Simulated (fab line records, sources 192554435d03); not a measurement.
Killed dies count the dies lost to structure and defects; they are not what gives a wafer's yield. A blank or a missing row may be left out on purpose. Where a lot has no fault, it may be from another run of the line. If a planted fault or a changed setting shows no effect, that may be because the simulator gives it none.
fab line records	flow n5_finfet
record lots=4	wafers=12	last_day=16
route steps=1938 shown SD_EPI_P@308 SD_ACTIVATION@330 ILD0@335 SDB@347 BEOL_M4@1111 PASSIVATION@1936
lots with no fault: from the same line, run without faults
start_h: hours from the record's opening day to when the first of the lot's shown wafers began	wait_h: time in hours since the lot's previous step	" as in the row above	L1.1+2: several wafers, shown together as one row	- no value, or no start given	* or withheld: withheld	< > ~ a bound
route shown NAME@n: names a module that has steps shown in the file, with the first one's number in the route	usual: mean/standard deviation of fault-free wafers	same: alike in all rows	chamber/n: place in a boat	sites: per-site readings	_std_site: their standard deviation	_edge_site: the outer-site mean with the inner-site mean subtracted	radius_mm: for every site, how far away it sits from the centre of the wafer	mask NAME#n: copy n	behind: the tool/chamber that last shaped the wafer	hold: cause of the lot's hold/its duration in hours/its outcome	device: transistor that didn't switch, given as n, p or np	end of line: tests of these same wafers at the route's end	for a step that has no rows: nothing shown but its recipe	killed: not the wafer's yield, but the dies lost to structure and defects at the first sort	map: per-die view of a wafer (x killed, . not killed, _ where there is no die)
set.NAME: setting as actually run; set.NAME@STEP: the setting as run at that earlier step	model.NAME: the simulator's own value behind a step, which no gauge read
certain route steps with their lots: each step a table, each wafer a row
services: a tool's chamber out of use, with start hour (start_h, from the record's first day; less than 0 if before it), hours out, and reason
## steps
# step N5_SD_EPI_P_ETCH_37
# recipe chemistry=N2/H2	target=SOC	overetch_a=1080	mask_material=SiARC	temp_c=40	ion_energy_ev=100	source_w=3000	bias_w=133	pressure_mtorr=20	time_s=486	n2_flow_sccm=200	h2_flow_sccm=200	ends=end_point
# step N5_SD_EPI_P_STRIP_38
# recipe chemistry=N2/H2	temp_c=40	n2_flow_sccm=200	h2_flow_sccm=200	rf_frequency_hz=6e+07
# step N5_SD_EPI_P_ETCHBACK_46
# recipe chemistry=CH3F/O2	mode=anisotropic_etchback	target=SiNx	target_depth_a=175	stop_on=SiO2	over_etch_frac=0.3	ion_energy_ev=120	pressure_mtorr=30	source_w=395	bias_w=73	Ar_flow_sccm=150	CH3F_flow_sccm=30	O2_flow_sccm=20
# step N5_SD_EPI_P_ETCH_47
# recipe chemistry=CH3F/O2	target=SiOCN	target_depth_a=250	mask_material=SOC	ion_energy_ev=60	bias_w=29	pressure_mtorr=30	source_w=410	Ar_flow_sccm=150	CH3F_flow_sccm=30	O2_flow_sccm=20
# step N5_SD_EPI_P_ETCH_16
# recipe chemistry=CHF3/O2	target=SiO2	target_depth_a=50	mask_material=SOC	pressure_mtorr=30	source_w=650	bias_w=170	Ar_flow_sccm=200	CHF3_flow_sccm=50	O2_flow_sccm=5	ion_energy_ev=200
# step N5_SD_EPI_P_STRIP_50
# recipe chemistry=CHF3/O2	resist=SiARC	rf_frequency_hz=6e+07
# step N5_SD_EPI_P_SD_RECESS_17
# recipe chemistry=HBr/Cl2/O2	target_depth_a=391	bt_time_s=3	pressure_mtorr=10	icp_w=800	bias_w=112	HBr_flow_sccm=150	Cl2_flow_sccm=80	O2_flow_sccm=12
# step N5_SD_EPI_P_WET_ETCH_45
# recipe chemistry=dHF	dilution=withheld	time_s=10.7	target=SiO2	target_depth_a=20	temp_c=25	dry=ipa_marangoni	rinse_time_s=30	rinse_temp_c=23
# step N5_SD_EPI_P_STRIP_40
# recipe chemistry=N2/H2	power_w=1000	temp_c=250	h2_frac=0.65	overash_fraction=0.3	pressure_mtorr=withheld	n2_flow_sccm=1750	h2_flow_sccm=3250
# step N5_SD_EPI_P_PRECLEAN_52
# recipe chemistry=O3/DIW	time_s=60	temp_c=22	o3_ppm=10
# step N5_SD_EPI_P_SRD_20
# recipe dry=ipa_marangoni	do_ppb=5	time_s=30	temp_c=23	rinse_liquid=diw
# step N5_SD_EPI_P_PRECLEAN_51
# recipe chemistry=NF3:NH3	afs_cycles=1	temp_c=30	time_s=20	sublimation_temp_c=180	sublimation_time_s=60	pressure_torr=3	rf_power_w=30
# step N5_SD_EPI_P_VAPOR_ETCH_44
# recipe chemistry=NF3/Ar	target=SiGe30	temp_c=25	time_s=3.3	mode=isotropic
lot.wafer	tool	chamber	start_h	wait_h
L474.1+4+5	epi_rpcvd-04	0	74.60	0.1
L479.1+2+4	epi_rpcvd-03	0	103.44	0.1
L480.1+5+6	epi_rpcvd-03	0	109.27	0.1
L481.2+3+6	epi_rpcvd-03	0	114.74	0.1
# step N5_SD_EPI_P_EPI_21
# recipe material=SiGe:B	dopant=B	temp_c=550	pressure_torr=20	ambient=H2	time_s=355
# step N5_SD_EPI_P_HM_STRIP_48
# recipe chemistry=H3PO4	temp_c=160	material=SiNx	target=SiNx	target_depth_a=30	overetch_fraction=0.3
# step N5_SD_EPI_P_SRD_49
# recipe dry=ipa_marangoni	time_s=30	temp_c=23	rinse_liquid=diw
# step N5_SD_EPI_P_PRECLEAN_24
# recipe chemistry=O3/DIW	time_s=45	temp_c=22	o3_ppm=10
# step N5_SD_EPI_P_PRECLEAN_32
# recipe chemistry=dHF	time_s=10	dilution=500:1	temp_c=25
# step N5_SD_EPI_P_PRECLEAN_33
# recipe chemistry=SC2	time_s=45	temp_c=35	mix=1:1:50
# step N5_SD_EPI_P_SRD_25
# recipe time_s=30	temp_c=23	rinse_liquid=diw	dry=ipa_marangoni
# step N5_SD_ACTIVATION_RTA_00
# recipe temp_c=975	time_s=0	ambient=N2	idle_temp_c=600	ramp_up_c_per_s=150	ramp_down_c_per_s=60	cool_to_c=600
# step N5_SD_ACTIVATION_LSA_01
# recipe temp_c=1080	time_s=0.0008	ambient=N2
# step N5_ILD0_LINER_00
# recipe material=SiNx	target_thk_a=40	temp_c=400	ald_precursor_family=SiH2I2	ald_co_reactant=N2/H2-plasma	pulse_time_s=1	purge_time_s=2	co_reactant_purge_time_s=2	ald_cycles=80	pressure_torr=2
# step N5_ILD0_FCVD_FILL_01
# recipe material=SiO2_flowable	target_thk_a=2000	temp_c=100	pressure_torr=0.8	rf_w=2000	time_s=328.3
# step N5_ILD0_CURE_02
# recipe temp_c=450	time_s=1800	ambient=steam	idle_temp_c=400	ramp_up_c_per_min=5	ramp_down_c_per_min=3	densification_p_h2o_torr=640
# step N5_ILD0_CMP_03
# recipe stop_on=SiNx	t_overpolish_s=1.9	post_cmp_clean=alkaline_brush	down_force_psi=4.1491	platen_rpm=51.796	pad_velocity_m_s=1.0306	target_thk_nm=197.38
# step N5_ILD0_CMP_07
# recipe stop_on=poly-Si	material=SiO2_flowable	t_overpolish_s=1.18	post_cmp_clean=alkaline_brush	down_force_psi=4.1491	platen_rpm=51.796	pad_velocity_m_s=1.0306	target_thk_nm=138.88
# step N5_ILD0_PRECLEAN_10
# recipe chemistry=NF3:NH3	afs_cycles=5	time_s=20	temp_c=30	sublimation_temp_c=180	sublimation_time_s=60	pressure_torr=3	rf_power_w=30
# step N5_ILD0_ALD_15
# recipe material=SiNx	target_thk_a=240	temp_c=400	ald_precursor_family=SiH2I2	ald_co_reactant=N2/H2-plasma	pulse_time_s=1	ald_cycles=480	purge_time_s=2	co_reactant_purge_time_s=2	pressure_torr=2
# step N5_ILD0_CMP_12
# recipe stop_on=poly-Si	material=SiNx	t_overpolish_s=6	post_cmp_clean=alkaline_brush	down_force_psi=2.5	platen_rpm=51.8	pad_velocity_m_s=1.0307	target_thk_nm=17.67
# step N5_SDB_HM_DEP_00
# recipe material=SiNx	target_thk_a=400	temp_c=400	precursor=SiH4/NH3/N2	pressure_torr=1.5	rf_w=300	time_s=35.3
# step N5_SDB_COAT_03
# recipe resist=SOC	temp_c=250	time_s=60	spin_rpm=1500	resist_thk_nm=100
# step N5_SDB_COAT_04
# recipe resist=SiARC	temp_c=220	time_s=60	spin_rpm=1500	resist_thk_nm=18
# step N5_BEOL_M4_RC_MEAS_101
# usual DIBL_N=36.6/1.9	DIBL_P=36.7/2.2	IOFF_N=0.16/0.035	IOFF_P=0.22/0.038	IOFF_P_85C=3.8/0.55	IOFF_P_LIN=0.104/0.014	ION_N=672/14	ION_P=462/8.3	REXT_P=100.5/2.1	SS_N=71.6/0.65	SS_P=73.5/0.72	VT_N=250/3.5	VT_P=-250/3.1	VT_P_LVT=-98.3/3
lot.wafer	tool	chamber	start_h	wait_h	DIBL_N[mV/V]	DIBL_P[mV/V]	IOFF_N[nA/um]	IOFF_P[nA/um]	IOFF_P_85C[nA/um]	IOFF_P_LIN[nA/um]	ION_N[uA/um]	ION_P[uA/um]	REXT_P[ohm.um]	SS_N[mV/dec]	SS_P[mV/dec]	VT_N[mV]	VT_P[mV]	VT_P_LVT[mV]
L474.1	prober-02	0	213.09	0.0	37.2	37.7	0.17	0.23	3.9	0.105	687	473	100.8	71.9	73.8	248	-251	-96.8
L474.4	"	0	"	"	37.3	38.8	0.18	0.25	4.2	0.111	663	464	101.3	72.0	73.3	249	-246	-95.5
L474.5	"	0	"	"	34.1	34.8	0.12	0.18	3.2	0.090	682	464	99.8	71.7	73.3	255	-252	-99.9
L479.1	prober-01	0	238.46	0.0	37.5	37.2	0.16	0.23	3.9	0.108	672	461	100.9	71.6	73.0	251	-250	-100.0
L479.2	"	0	"	"	34.7	34.3	0.12	0.17	3.1	0.089	664	463	102.4	71.3	72.4	255	-253	-103.6
L479.4	"	0	"	"	36.8	36.2	0.15	0.21	3.6	0.100	670	461	101.6	71.6	72.9	250	-251	-101.4
L480.1	prober-02	0	249.12	0.0	35.6	31.2	0.14	0.10	1.9	0.053	654	416	127.4	71.2	71.7	252	-265	-114.5
L480.5	"	0	"	"	36.5	31.2	0.14	0.10	2.0	0.054	669	424	126.7	71.6	72.0	252	-264	-113.9
L480.6	"	0	"	"	35.6	30.9	0.13	0.10	1.9	0.052	660	411	126.9	71.8	72.9	254	-264	-115.3
L481.2	prober-02	0	257.43	0.2	35.7	30.3	0.15	0.10	2.0	0.055	672	418	125.8	71.8	72.2	254	-265	-113.4
L481.3	"	0	"	"	38.4	32.4	0.20	0.12	2.3	0.061	660	413	126.0	72.4	73.6	250	-265	-111.9
L481.6	"	0	"	"	35.8	30.0	0.16	0.10	1.9	0.054	674	419	125.8	72.3	72.2	254	-267	-113.0
# step N5_PASSIVATION_PROBE_49
# usual defect_limited_yield=91.6/1.4	killed_at_M0_to_M3=35/10	killed_at_M4_up=13/4.8	killed_at_contacts=12/7.2	killed_at_front_end=36/12	killed_at_other=4/3.1	killed_dies=100/17	killed_open=66/13	killed_short=32/7.3	sort_bin_5_function=5.0/0.94	sort_bin_6_memory=3.1/0.67	sort_bin_8_speed=0.01/0.047	sort_n_pass=1080/17	sort_yield_pct=91.6/1.4
# same gross_dies=1180	killed_at_back_side=0	sort_bin_4_leakage[%]=0
lot.wafer	tool	chamber	start_h	wait_h	defect_limited_yield[%]	killed_at_M0_to_M3	killed_at_M4_up	killed_at_contacts	killed_at_front_end	killed_at_other	killed_dies	killed_open	killed_short	sort_bin_5_function[%]	sort_bin_6_memory[%]	sort_bin_8_speed[%]	sort_n_pass	sort_yield_pct[%]
L474.1	prober-02	-	323.37	0.0	90.6	47	18	6	39	1	111	69	36	5.3	3.1	0	1069	90.6
L474.4	prober-02	-	323.52	0.2	91.9	34	13	13	30	5	95	70	25	5.2	2.9	0	1085	91.9
L474.5	prober-02	-	323.57	0.2	90.7	38	9	16	44	3	110	77	32	4.9	4.2	0	1070	90.7
L479.1	prober-02	-	371.37	0.0	91.8	22	17	17	38	3	97	71	26	5.0	2.6	0	1083	91.8
L479.2	prober-02	-	371.42	0.1	90.9	21	14	10	62	0	107	71	35	5.6	3.1	0	1073	90.9
L479.4	prober-02	-	371.52	0.2	90.7	19	14	9	65	3	110	71	39	5.8	3.1	0	1070	90.7
L480.1	prober-02	-	375.70	0.0	93.6	26	16	8	23	2	75	46	27	3.6	2.3	91.44	26	2.2
L480.5	prober-02	-	375.90	0.2	94.3	28	11	8	20	0	67	43	24	3.4	1.9	61.27	390	33.1
L480.6	prober-02	-	375.95	0.3	93.2	35	6	4	34	1	80	53	21	4.1	1.6	92.54	8	0.7
L481.2	prober-01	-	389.65	0.1	90.7	26	16	9	55	4	110	56	51	5.3	3.4	79.32	134	11.4
L481.3	prober-01	-	389.70	0.1	91.3	43	11	10	36	3	103	71	32	5.8	2.7	90.25	12	1.0
L481.6	prober-01	-	389.85	0.3	93.0	23	15	14	31	0	83	53	30	3.9	3.0	81.02	141	11.9
# killed by level:class
L474.1 BEOL_M2:geometric_particle:open=12 FIN_SAQP:geometric_particle:open=8 BEOL_M1:geometric_particle:open=8 BEOL_M0_SAQP:geometric_particle:short=7 BEOL_M3:geometric_particle:open=7 BEOL_M4:geometric_particle:short=7 BEOL_M0_SAQP:geometric_particle:open=5 FIN_SAQP:geometric_particle:short=4
L474.4 MOL_CONTACT_COAG:geometric_particle:open=10 BEOL_M2:geometric_particle:open=10 BEOL_M4:geometric_particle:open=8 GATE_CUT:geometric_particle:open=6 BEOL_M0_SAQP:geometric_particle:open=6 BEOL_M1:geometric_particle:open=6 GATE_CUT:geometric_particle:short=5 BEOL_M0_SAQP:geometric_particle:short=5
L474.5 FIN_SAQP:geometric_particle:open=13 MOL_CONTACT_COAG:geometric_particle:open=13 BEOL_M1:geometric_particle:open=11 BEOL_M0_SAQP:geometric_particle:open=9 GATE_CUT:geometric_particle:open=5 SPACER0:geometric_particle:short=4 BEOL_M0_SAQP:geometric_particle:short=4 BEOL_M3:geometric_particle:open=4
L479.1 MOL_CONTACT_COAG:geometric_particle:open=14 BEOL_M4:geometric_particle:open=13 STI_FIN_REVEAL:geometric_particle:open=12 BEOL_M2:geometric_particle:open=10 FIN_SAQP:geometric_particle:open=5 STI_FIN_REVEAL:geometric_particle:short=4 ILD0:geometric_particle:open=4 ILD0:geometric_particle:short=3
L479.2 STI_FIN_REVEAL:geometric_particle:open=22 FIN_SAQP:geometric_particle:open=6 MOL_CONTACT_COAG:geometric_particle:open=6 BEOL_M4:geometric_particle:open=6 BEOL_M0_SAQP:geometric_particle:open=6 STI_FIN_REVEAL:geometric_particle:short=5 STARTING-WAFER:geometric_particle:short=5 FIN_SAQP:geometric_particle:short=4
L479.4 STI_FIN_REVEAL:geometric_particle:open=17 FIN_SAQP:geometric_particle:short=13 MOL_CONTACT_COAG:geometric_particle:open=9 DUMMY_GATE:geometric_particle:open=7 BEOL_M4:geometric_particle:open=7 FIN_SAQP:geometric_particle:open=6 BEOL_M1:geometric_particle:open=6 STI_FIN_REVEAL:geometric_particle:short=5
L480.1 BEOL_M2:geometric_particle:open=12 BEOL_M4:geometric_particle:open=6 MOL_CONTACT_COAG:geometric_particle:open=6 BEOL_M4:geometric_particle:short=5 BEOL_M3:geometric_particle:open=4 STARTING-WAFER:geometric_particle:short=4 FIN_SAQP:geometric_particle:short=3 GATE_CUT:geometric_particle:short=3
L480.5 BEOL_M0_SAQP:geometric_particle:open=7 MOL_CONTACT_COAG:geometric_particle:open=6 BEOL_M1:geometric_particle:open=6 BEOL_M0_SAQP:geometric_particle:short=5 BEOL_M4:geometric_particle:open=4 STARTING-WAFER:geometric_particle:short=4 FIN_SAQP:geometric_particle:open=3 DUMMY_GATE:geometric_particle:open=3
L480.6 BEOL_M2:geometric_particle:open=11 STI_FIN_REVEAL:geometric_particle:open=10 BEOL_M3:geometric_particle:open=9 BEOL_M0_SAQP:geometric_particle:short=6 HKMG_FIN:area_etch=6 STARTING-WAFER:geometric_particle:open=4 FIN_SAQP:geometric_particle:open=3 STI_FIN_REVEAL:geometric_particle:short=3
L481.2 FIN_SAQP:geometric_particle:short=28 FIN_SAQP:geometric_particle:open=11 BEOL_M0_SAQP:geometric_particle:short=9 MOL_CONTACT_COAG:geometric_particle:open=8 BEOL_M4:geometric_particle:open=7 STI_FIN_REVEAL:geometric_particle:open=6 BEOL_M1:geometric_particle:open=6 BEOL_M7:geometric_particle:open=5
L481.3 MOL_CONTACT_COAG:geometric_particle:open=10 BEOL_M0_SAQP:geometric_particle:short=10 BEOL_M0_SAQP:geometric_particle:open=7 BEOL_M2:geometric_particle:open=7 DUMMY_GATE:geometric_particle:open=6 BEOL_M5:geometric_particle:open=6 STARTING-WAFER:geometric_particle:open=6 DUMMY_GATE:geometric_particle:short=5
L481.6 MOL_CONTACT_COAG:geometric_particle:open=9 BEOL_M4:geometric_particle:open=7 BEOL_M0_SAQP:geometric_particle:open=6 BEOL_M0_SAQP:geometric_particle:short=6 STARTING-WAFER:geometric_particle:open=6 FIN_SAQP:geometric_particle:short=5 STI_FIN_REVEAL:geometric_particle:open=5 MOL_CONTACT_COAG:geometric_particle:short=5
# map L480.6 (x killed, . not)
_________________.........x..________________
______________.x......x........._____________
___________...................x....__________
__________......x..................._________
________.x..............x............._______
_______..x....................xx....x..______
______...................x...x........x._____
_____................x...................____
____xx.........x......x...................___
___............x...........................__
___.....x..................................__
__..........x...x..........................._
__........x.....x.........x....x............_
_...x.......................................x
_...x...x..x..........................x.x....
_...............xx................x..........
_x...................x.......................
_.................x.........................x
_..x...............x......................x..
_..x.........................................
_...........x.x......x........x.............x
__.x............x..........................._
__...................x.x.x......x..........._
___........................x..........x....__
___..x......................x..............__
____...........x..............x..........x___
_____..x...............x......x..........____
______x.....................x......x...._____
_______.xx.x..x.x.x...x................______
________.....x........................_______
__________.......x.................._________
___________...x....................__________
______________.................._____________
_________________.......x....________________
# map L481.2 (x killed, . not)
_________________............________________
______________.................._____________
___________..x..........x......x...__________
__________...............x......x..._________
________x...x......................x.x_______
_______......x...........x...x.........______
______...x.....x........................_____
_____......x................x............____
____...x.....x........................x...___
___....................xx.......x..........__
___..........................x.............__
__........x...x...........x........x.......x_
__.......................x.....xx...x......._
_....................x...x....x....x.........
_x..........x.......................x........
_x...........x..x......x......x..............
_.................x.........x..x............x
_..x.............xx..........................
_.........x..x.......xx...x........xx........
_.......x............xx......................
_....x......x............x...x..x...x......x.
__...............................x.......x.._
__......x.......x........x.....x.....x......_
___...x.....................x.x...xx...x...__
___x.x..x.......x...x..................x...__
____.................x........xx..........___
_____...........x........................____
______................................x._____
_______x.....x........x..............x.______
________.x..x.........x...x....x....x._______
__________..x....x............x....x_________
___________x.............x.x.......__________
______________....x............._____________
_________________............________________
## services
tool	chamber	start_h	hours	kind
epi_rpcvd-03	-	89.40	0.4	repair
## key
first_sign step=N5_BEOL_M4_RC_MEAS_101	reading=REXT_P	direction=up	sigmas=12	usual=100.5	struck=126.4
effect step=N5_BEOL_M4_RC_MEAS_101	reading=ION_P	direction=down	sigmas=5.5	usual=462	struck=417
effect step=N5_BEOL_M4_RC_MEAS_101	reading=VT_P_LVT	direction=down	sigmas=5.2	usual=-98.3	struck=-113.7
effect step=N5_BEOL_M4_RC_MEAS_101	reading=VT_P	direction=down	sigmas=4.9	usual=-250	struck=-265
effect step=N5_BEOL_M4_RC_MEAS_101	reading=IOFF_P_LIN	direction=down	sigmas=3.6	usual=0.104	struck=0.055
effect step=N5_BEOL_M4_RC_MEAS_101	reading=IOFF_P_85C	direction=down	sigmas=3.3	usual=3.8	struck=2.0
effect step=N5_BEOL_M4_RC_MEAS_101	reading=IOFF_P	direction=down	sigmas=3.1	usual=0.22	struck=0.10
effect step=N5_BEOL_M4_RC_MEAS_101	reading=DIBL_P	direction=down	sigmas=2.6	usual=36.7	struck=31.0
effect step=N5_BEOL_M4_RC_MEAS_101	reading=SS_P	direction=down	sigmas=1.5	usual=73.5	struck=72.4
effect step=N5_PASSIVATION_PROBE_49	reading=sort_bin_8_speed	direction=up	sigmas=99+	usual=0.01	struck=82.64
met_at N5_SD_EPI_P_VAPOR_ETCH_44
struck_wafers L480.1,L480.5,L480.6,L481.2,L481.3,L481.6
onset_between 103.44 109.27
also_fits time
fault kind=process_parameter_drift	tool=epi_rpcvd-03	chamber=-	onset_h=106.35	steps=N5_SD_EPI_P_VAPOR_ETCH_44	channel=time_s	offset=*	shape=step	end_h=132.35	acts_in=*	stated=*
